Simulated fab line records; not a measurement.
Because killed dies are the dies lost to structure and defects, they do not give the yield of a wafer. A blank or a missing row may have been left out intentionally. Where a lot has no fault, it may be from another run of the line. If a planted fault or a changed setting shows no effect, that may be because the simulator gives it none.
fab line records | flow n5Finfet
record: lots: 7 | wafers: 39
route steps=1938 shown BEOL_M15@1773 TV_OPEN@1890
startH: hours from the record's opening day to when the first of the lot's shown wafers began | waitH: hours from the lot's prior step to this one | " the same as in the row above | L1.1+2: a single row standing in for several wafers | - value missing, or start not given | * or withheld: withheld | < > ~ a bound
route shown NAME@n: a module of which the file shows steps, and the number in the route of the first | usual: mean/standard deviation of fault-free wafers | same: alike in all rows | chamber/n: place in a boat | sites: readings site by site | _std_site: their standard deviation | _edge_site: outer sites' mean less inner sites' | radiusMm: for every site, how far away it sits from the centre of the wafer | mask NAME#n: copy n | behind: the last tool/chamber to shape the wafer | hold: cause of the lot's hold/its duration in hours/its outcome | device: whichever transistor did not switch (one of n, p or np) | end of line: at the end of the route, the tests of the same wafers | where a step has no rows: the recipe by itself | killed: not the wafer's yield, but the dies lost to structure and defects at the first sort | map: the dies of a wafer, with x for killed, . for not killed, _ for no die there
set.NAME: setting as actually run; set.NAME@STEP: the setting as run at that earlier step | model.NAME: the simulator's own value behind a step, which no gauge read
lots with deliberately changed settings; one table per step, one row per wafer
== steps ==
step: N5_BEOL_M15_ILD_DEP_00
recipe: material: SiO2 | targetThkA: 16293 | tempC: 400 | precursor: TEOS/O2 | pressureTorr: 6.5 | rfW: 900 | teosFlowSccm: 161.4 | gas: O2 | flowSccm: 2650 | timeS: 346.1
lot.wafer | tool     | chamber | startH | waitH | set.timeS | model.SiO2_of_BEOL_M15_ILD_DEP_00.thkNm
L075.1    | pecvd-03 | 2       | 254.12 | 0.0   | 346.1     | 1623
L075.2    | "        | 1       | "      | "     | 346.1     | 1606
L075.6    | "        | 2       | "      | "     | 346.1     | 1660
L082.1    | pecvd-01 | 2       | 284.22 | 0.1   | 346.1     | 1606
L082.2    | "        | 0       | "      | "     | 197.4     | 905.6
L082.3    | "        | 1       | "      | "     | 346.1     | 1602
L082.4    | "        | 1       | "      | "     | 197.4     | 925
L082.5    | "        | 0       | "      | "     | 197.4     | 923.4
L082.6    | "        | 2       | "      | "     | 346.1     | 1628
L083.1    | pecvd-04 | 2       | 291.93 | 0.0   | 346.1     | 1609
L083.2    | "        | 1       | "      | "     | 254.8     | 1172
L083.3    | "        | 0       | "      | "     | 254.8     | 1190
L083.4    | "        | 2       | "      | "     | 346.1     | 1651
L083.5    | "        | 0       | "      | "     | 254.8     | 1188
L083.6    | "        | 1       | "      | "     | 346.1     | 1643
L089.1    | pecvd-04 | 1       | 330.57 | 0.0   | 346.1     | 1613
L089.2    | "        | 2       | "      | "     | 217.5     | 1032
L089.3    | "        | 0       | "      | "     | 346.1     | 1622
L089.4    | "        | 2       | "      | "     | 217.5     | 1031
L089.5    | "        | 0       | "      | "     | 217.5     | 1023
L089.6    | "        | 1       | "      | "     | 346.1     | 1640
L092.1    | pecvd-01 | 2       | 352.80 | 0.0   | 346.1     | 1616
L092.2    | "        | 0       | "      | "     | 346.1     | 1605
L092.3    | "        | 1       | "      | "     | 346.1     | 1602
L092.4    | "        | 1       | "      | "     | 346.1     | 1632
L092.5    | "        | 0       | "      | "     | 346.1     | 1633
L092.6    | "        | 2       | "      | "     | 346.1     | 1636
L096.1    | pecvd-03 | 1       | 371.23 | 0.0   | 475.2     | 2207
L096.2    | "        | 2       | "      | "     | 346.1     | 1597
L096.3    | "        | 0       | "      | "     | 475.2     | 2188
L096.4    | "        | 2       | "      | "     | 475.2     | 2223
L096.5    | "        | 0       | "      | "     | 346.1     | 1615
L096.6    | "        | 1       | "      | "     | 346.1     | 1607
L097.1    | pecvd-03 | 2       | 387.38 | 0.0   | 346.1     | 1600
L097.2    | "        | 0       | "      | "     | 239.3     | 1111
L097.3    | "        | 0       | "      | "     | 239.3     | 1139
L097.4    | "        | 2       | "      | "     | 346.1     | 1639
L097.5    | "        | 2       | "      | "     | 239.3     | 1132
L097.6    | "        | 0       | "      | "     | 346.1     | 1661
step: N5_BEOL_M15_THK_MEAS_01
recipe: reads: SiO2_of_BEOL_M15_ILD_DEP_00
usual: M15_ILD_THK: 1625/19
lot.wafer | tool         | chamber | startH | waitH | set.timeS@BEOL_M15_ILD_DEP_00 | M15_ILD_THK[nm]
L075.1    | filmMetro-01 | -       | 254.37 | 0.1   | 346.1                         | 1623
L075.2    | "            | -       | "      | "     | 346.1                         | 1607
L075.6    | "            | -       | "      | "     | 346.1                         | 1661
L082.1    | filmMetro-02 | -       | 284.47 | 0.1   | 346.1                         | 1608
L082.2    | "            | -       | "      | "     | 197.4                         | 905
L082.3    | "            | -       | "      | "     | 346.1                         | 1601
L082.4    | "            | -       | "      | "     | 197.4                         | 925
L082.5    | "            | -       | "      | "     | 197.4                         | 923
L082.6    | "            | -       | "      | "     | 346.1                         | 1628
L083.1    | filmMetro-02 | -       | 292.18 | 0.1   | 346.1                         | 1609
L083.2    | "            | -       | "      | "     | 254.8                         | 1172
L083.3    | "            | -       | "      | "     | 254.8                         | 1191
L083.4    | "            | -       | "      | "     | 346.1                         | 1651
L083.5    | "            | -       | "      | "     | 254.8                         | 1188
L083.6    | "            | -       | "      | "     | 346.1                         | 1644
L089.1    | filmMetro-01 | -       | 330.82 | 0.1   | 346.1                         | 1611
L089.2    | "            | -       | "      | "     | 217.5                         | 1031
L089.3    | "            | -       | "      | "     | 346.1                         | 1623
L089.4    | "            | -       | "      | "     | 217.5                         | 1031
L089.5    | "            | -       | "      | "     | 217.5                         | 1023
L089.6    | "            | -       | "      | "     | 346.1                         | 1639
L092.1    | filmMetro-02 | -       | 353.05 | 0.1   | 346.1                         | 1618
L092.2    | "            | -       | "      | "     | 346.1                         | 1605
L092.3    | "            | -       | "      | "     | 346.1                         | 1604
L092.4    | "            | -       | "      | "     | 346.1                         | 1631
L092.5    | "            | -       | "      | "     | 346.1                         | 1633
L092.6    | "            | -       | "      | "     | 346.1                         | 1635
L096.1    | filmMetro-01 | -       | 371.48 | 0.1   | 475.2                         | 2206
L096.2    | "            | -       | "      | "     | 346.1                         | 1597
L096.3    | "            | -       | "      | "     | 475.2                         | 2185
L096.4    | "            | -       | "      | "     | 475.2                         | 2224
L096.5    | "            | -       | "      | "     | 346.1                         | 1614
L096.6    | "            | -       | "      | "     | 346.1                         | 1609
L097.1    | filmMetro-02 | -       | 387.74 | 0.2   | 346.1                         | 1599
L097.2    | "            | -       | "      | "     | 239.3                         | 1111
L097.3    | "            | -       | "      | "     | 239.3                         | 1138
L097.4    | "            | -       | "      | "     | 346.1                         | 1639
L097.5    | "            | -       | "      | "     | 239.3                         | 1131
L097.6    | "            | -       | "      | "     | 346.1                         | 1660
step: N5_BEOL_M15_COAT_58
recipe: resist: BARC | tempC: 205 | timeS: 60 | spinRpm: 1500 | resistThkNm: 89
step: N5_BEOL_M15_COAT_04
recipe: spinRpm: 1704 | resistThkNm: 800
step: N5_BEOL_M15_DESCUM_15
recipe: chemistry: O2 | timeS: 7.9 | sourcePowerW: 50 | biasPowerW: 20 | pressureMtorr: 20 | rfFrequencyHz: 2.712e+07 | tempC: 40 | o2FlowSccm: 225
step: N5_BEOL_M15_ETCH_59
recipe: chemistry: N2/H2 | target: BARC | targetDepthA: 890 | overetchA: 267 | timeS: 67.9 | ionEnergyEv: 200 | pressureMtorr: 30 | sourceW: 840 | biasW: 150 | n2FlowSccm: 200 | h2FlowSccm: 200
step: N5_BEOL_M15_VIA_ETCH_16
recipe: chemistry: C4F8/O2/Ar | target: SiO2 | heInnerTorr: 15 | heOuterTorr: 30 | targetDepthA: 17922 | timeS: withheld | ionEnergyEv: 800 | pressureMtorr: 20 | sourceW: 1905 | biasW: 2040 | Ar_flow_sccm: 400 | C4F8_flow_sccm: 16 | O2_flow_sccm: 12 | ends: cleared
lot.wafer | tool       | chamber | startH | waitH | set.timeS@BEOL_M15_ILD_DEP_00 | model.etch.depthNm | model.coat_of_BEOL_M15_COAT_04.thkNm
L075.1    | rieDiel-06 | 0       | 254.86 | 0.0   | *                             | 1623               | 332.2
L075.2    | "          | 2       | "      | "     | *                             | 1606               | 336.8
L075.6    | "          | 3       | "      | "     | *                             | 1660               | 324.8
L082.1    | rieDiel-06 | 2       | 285.10 | 0.0   | *                             | 1606               | 336
L082.2    | "          | 1       | "      | "     | *                             | 905.6              | 502.8
L082.3    | "          | 3       | "      | "     | *                             | 1602               | 339.8
L082.4    | "          | 0       | "      | "     | *                             | 925                | 501.4
L082.5    | "          | 2       | "      | "     | *                             | 923.4              | 499
L082.6    | "          | 1       | "      | "     | *                             | 1628               | 335.4
L083.1    | rieDiel-03 | 1       | 292.78 | 0.0   | *                             | 1609               | 333
L083.2    | "          | 0       | "      | "     | *                             | 1172               | 446.4
L083.3    | "          | 2       | "      | "     | *                             | 1190               | 437.8
L083.4    | "          | 3       | "      | "     | *                             | 1651               | 329.8
L083.5    | "          | 3       | "      | "     | *                             | 1188               | 437.4
L083.6    | "          | 0       | "      | "     | *                             | 1643               | 334.8
L089.1    | rieDiel-06 | 3       | 332.30 | 0.0   | *                             | 1613               | 339.6
L089.2    | "          | 0       | "      | "     | *                             | 1032               | 478.6
L089.3    | "          | 1       | "      | "     | *                             | 1622               | 338.6
L089.4    | "          | 3       | "      | "     | *                             | 1031               | 476.6
L089.5    | "          | 1       | "      | "     | *                             | 1023               | 479.8
L089.6    | "          | 0       | "      | "     | *                             | 1640               | 335.4
L092.1    | rieDiel-02 | 1       | 353.65 | 0.0   | *                             | 1616               | 339.4
L092.2    | "          | 3       | "      | "     | *                             | 1605               | 337.4
L092.3    | "          | 0       | "      | "     | *                             | 1602               | 340
L092.4    | "          | 2       | "      | "     | *                             | 1632               | 333.2
L092.5    | "          | 0       | "      | "     | *                             | 1633               | 333.2
L092.6    | "          | 1       | "      | "     | *                             | 1636               | 335.2
L096.1    | rieDiel-03 | 0       | 371.96 | 0.0   | *                             | 2207               | 200.4
L096.2    | "          | 1       | "      | "     | *                             | 1597               | 340.2
L096.3    | "          | 2       | "      | "     | *                             | 2188               | 206
L096.4    | "          | 3       | "      | "     | *                             | 2223               | 191.6
L096.5    | "          | 2       | "      | "     | *                             | 1615               | 339
L096.6    | "          | 1       | "      | "     | *                             | 1607               | 334.8
L097.1    | rieDiel-02 | 3       | 389.62 | 0.0   | *                             | 1600               | 338
L097.2    | "          | 0       | "      | "     | *                             | 1111               | 456.2
L097.3    | "          | 3       | "      | "     | *                             | 1139               | 450.8
L097.4    | "          | 0       | "      | "     | *                             | 1639               | 328.4
L097.5    | "          | 3       | "      | "     | *                             | 1132               | 452.2
L097.6    | "          | 0       | "      | "     | *                             | 1661               | 325.6
step: N5_BEOL_M15_STRIP_63
recipe: chemistry: O2 | powerW: 600 | tempC: 60 | pressureMtorr: 30 | rfFrequencyHz: 6e+07 | biasPowerW: 0 | overashFraction: 0.3 | o2FlowSccm: 225
step: N5_BEOL_M15_STRIP_64
recipe: chemistry: O2 | powerW: 600 | tempC: 60 | pressureMtorr: 30 | rfFrequencyHz: 6e+07 | biasPowerW: 0 | overashFraction: 0.3 | o2FlowSccm: 225
step: N5_BEOL_M15_STRIP_65
recipe: chemistry: postEtchResidueRemover | timeS: 60 | tempC: 25 | removerPh: withheld | removerWaterWtPct: withheld | removerFluorideWtPct: withheld
step: N5_BEOL_M15_SRD_66
recipe: timeS: 30 | tempC: 23 | rinseLiquid: diw | dry: n2Spin | spinRpm: 1500 | dryTimeS: 30
step: N5_BEOL_M15_CD_MEAS_17
recipe: targetCdNm: 360 | polarity: opening
usual: cdNm: 361.2/1.5
lot.wafer | tool     | chamber | startH | waitH | set.timeS@BEOL_M15_ILD_DEP_00 | cdNm
L075.1    | cdSem-01 | -       | 255.31 | 0.0   | 346.1                         | 362.8
L075.2    | "        | -       | "      | "     | 346.1                         | 362.6
L075.6    | "        | -       | "      | "     | 346.1                         | 366.6
L082.1    | cdSem-01 | -       | 285.51 | 0.0   | 346.1                         | 359.0
L082.2    | "        | -       | "      | "     | 197.4                         | 355.3
L082.3    | "        | -       | "      | "     | 346.1                         | 362.4
L082.4    | "        | -       | "      | "     | 197.4                         | 353.1
L082.5    | "        | -       | "      | "     | 197.4                         | 353.0
L082.6    | "        | -       | "      | "     | 346.1                         | 361.2
L083.1    | cdSem-03 | -       | 293.30 | 0.0   | 346.1                         | -
L083.2    | "        | -       | "      | "     | 254.8                         | -
L083.3    | "        | -       | "      | "     | 254.8                         | 356.6
L083.4    | "        | -       | "      | "     | 346.1                         | 359.6
L083.5    | "        | -       | "      | "     | 254.8                         | 357.9
L083.6    | "        | -       | "      | "     | 346.1                         | -
L089.1    | cdSem-01 | -       | 332.72 | 0.0   | 346.1                         | 361.8
L089.2    | "        | -       | "      | "     | 217.5                         | 352.1
L089.3    | "        | -       | "      | "     | 346.1                         | 362.2
L089.4    | "        | -       | "      | "     | 217.5                         | 354.4
L089.5    | "        | -       | "      | "     | 217.5                         | 353.5
L089.6    | "        | -       | "      | "     | 346.1                         | 359.6
L092.1    | cdSem-02 | -       | 354.06 | 0.0   | 346.1                         | -
L092.2    | "        | -       | "      | "     | 346.1                         | 361.8
L092.3    | "        | -       | "      | "     | 346.1                         | 359.7
L092.4    | "        | -       | "      | "     | 346.1                         | -
L092.5    | "        | -       | "      | "     | 346.1                         | -
L092.6    | "        | -       | "      | "     | 346.1                         | 361.4
L096.1    | cdSem-01 | -       | 372.37 | 0.0   | 475.2                         | 366.9
L096.2    | "        | -       | "      | "     | 346.1                         | 359.4
L096.3    | "        | -       | "      | "     | 475.2                         | 365.2
L096.4    | "        | -       | "      | "     | 475.2                         | 367.2
L096.5    | "        | -       | "      | "     | 346.1                         | 360.2
L096.6    | "        | -       | "      | "     | 346.1                         | 361.3
L097.1    | cdSem-01 | -       | 390.19 | 0.0   | 346.1                         | 359.8
L097.2    | "        | -       | "      | "     | 239.3                         | 355.4
L097.3    | "        | -       | "      | "     | 239.3                         | 356.7
L097.4    | "        | -       | "      | "     | 346.1                         | 361.6
L097.5    | "        | -       | "      | "     | 239.3                         | 355.9
L097.6    | "        | -       | "      | "     | 346.1                         | 361.6
step: N5_PASSIVATION_ETCH_15
recipe: chemistry: CF4/N2 | target: SiCN | targetDepthA: 750 | taperDeg: 2 | timeS: 81.2 | ionEnergyEv: 150 | maskMaterial: SiNx | pressureMtorr: 40 | sourceW: 430 | biasW: 70 | Ar_flow_sccm: 100 | cf4FlowSccm: 60 | n2FlowSccm: 60
lot.wafer | tool       | chamber | startH | waitH | set.targetDepthA | model.etch.depthNm
L075.1    | rieDiel-06 | 3       | -      | -     | 750              | 65
L075.2    | "          | 2       | "      | "     | 750              | 64.78
L075.6    | "          | 2       | "      | "     | 750              | 64.37
L082.1    | rieDiel-06 | 2       | -      | -     | 1115             | 95.59
L082.2    | "          | 3       | "      | "     | 750              | 64.44
L082.3    | "          | 0       | "      | "     | 1115             | 97.43
L082.4    | "          | 1       | "      | "     | 750              | 65.77
L082.5    | "          | 1       | "      | "     | 1115             | 98.79
L082.6    | "          | 2       | "      | "     | 750              | 64.92
L083.1    | rieDiel-03 | 1       | -      | -     | 485.4            | 41.05
L083.2    | "          | 2       | "      | "     | 750              | 63.1
L083.3    | "          | 0       | "      | "     | 485.4            | 42.41
L083.4    | "          | 3       | "      | "     | 750              | 66.03
L083.5    | "          | 0       | "      | "     | 750              | 65.29
L083.6    | "          | 3       | "      | "     | 485.4            | 42.8
L089.1    | rieDiel-03 | 2       | -      | -     | 750              | 63.68
L089.2    | "          | 3       | "      | "     | 750              | 66.24
L089.3    | "          | 1       | "      | "     | 447.9            | 37.98
L089.4    | "          | 0       | "      | "     | 447.9            | 39.43
L089.5    | "          | 1       | "      | "     | 750              | 63.29
L089.6    | "          | 2       | "      | "     | 447.9            | 37.83
L092.1    | rieDiel-02 | 1       | -      | -     | 750              | 64.06
L092.2    | "          | 2       | "      | "     | 899.1            | 76.23
L092.3    | "          | 0       | "      | "     | 750              | 64.29
L092.4    | "          | 3       | "      | "     | 899.1            | 80.7
L092.5    | "          | 0       | "      | "     | 899.1            | 77.44
L092.6    | "          | 3       | "      | "     | 750              | 67.11
L096.1    | rieDiel-03 | 2       | -      | -     | 939.8            | 79.46
L096.2    | "          | 0       | "      | "     | 939.8            | 81.63
L096.3    | "          | 3       | "      | "     | 750              | 65.31
L096.4    | "          | 1       | "      | "     | 939.8            | 79.26
L096.5    | "          | 0       | "      | "     | 750              | 65.27
L096.6    | "          | 1       | "      | "     | 750              | 62.54
L097.1    | rieDiel-02 | 0       | -      | -     | 584.3            | 50.41
L097.2    | "          | 2       | "      | "     | 750              | 65.65
L097.3    | "          | 1       | "      | "     | 750              | 64.01
L097.4    | "          | 2       | "      | "     | 750              | 65.15
L097.5    | "          | 0       | "      | "     | 584.3            | 50.53
L097.6    | "          | 1       | "      | "     | 584.3            | 50.33
== key ==
split: step: N5_BEOL_M15_ILD_DEP_00 | setting: timeS | stated: 346.1 | by: wafer
response: step: N5_BEOL_M15_ILD_DEP_00 | reading: model.SiO2_of_BEOL_M15_ILD_DEP_00.thkNm | change: +16.3 | per: 1% | r: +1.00
response: step: N5_BEOL_M15_THK_MEAS_01 | reading: M15_ILD_THK | change: +16.3 | per: 1% | r: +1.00
response: step: N5_BEOL_M15_VIA_ETCH_16 | reading: model.etch.depthNm | change: +16.3 | per: 1% | r: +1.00
response: step: N5_BEOL_M15_VIA_ETCH_16 | reading: model.coat_of_BEOL_M15_COAT_04.thkNm | change: -3.84 | per: 1% | r: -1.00
response: step: N5_BEOL_M15_CD_MEAS_17 | reading: cdNm | change: +0.171 | per: 1% | r: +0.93
split: step: N5_PASSIVATION_ETCH_15 | setting: targetDepthA | stated: 750 | by: wafer
response: step: N5_PASSIVATION_ETCH_15 | reading: model.etch.depthNm | change: +0.65 | per: 1% | r: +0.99
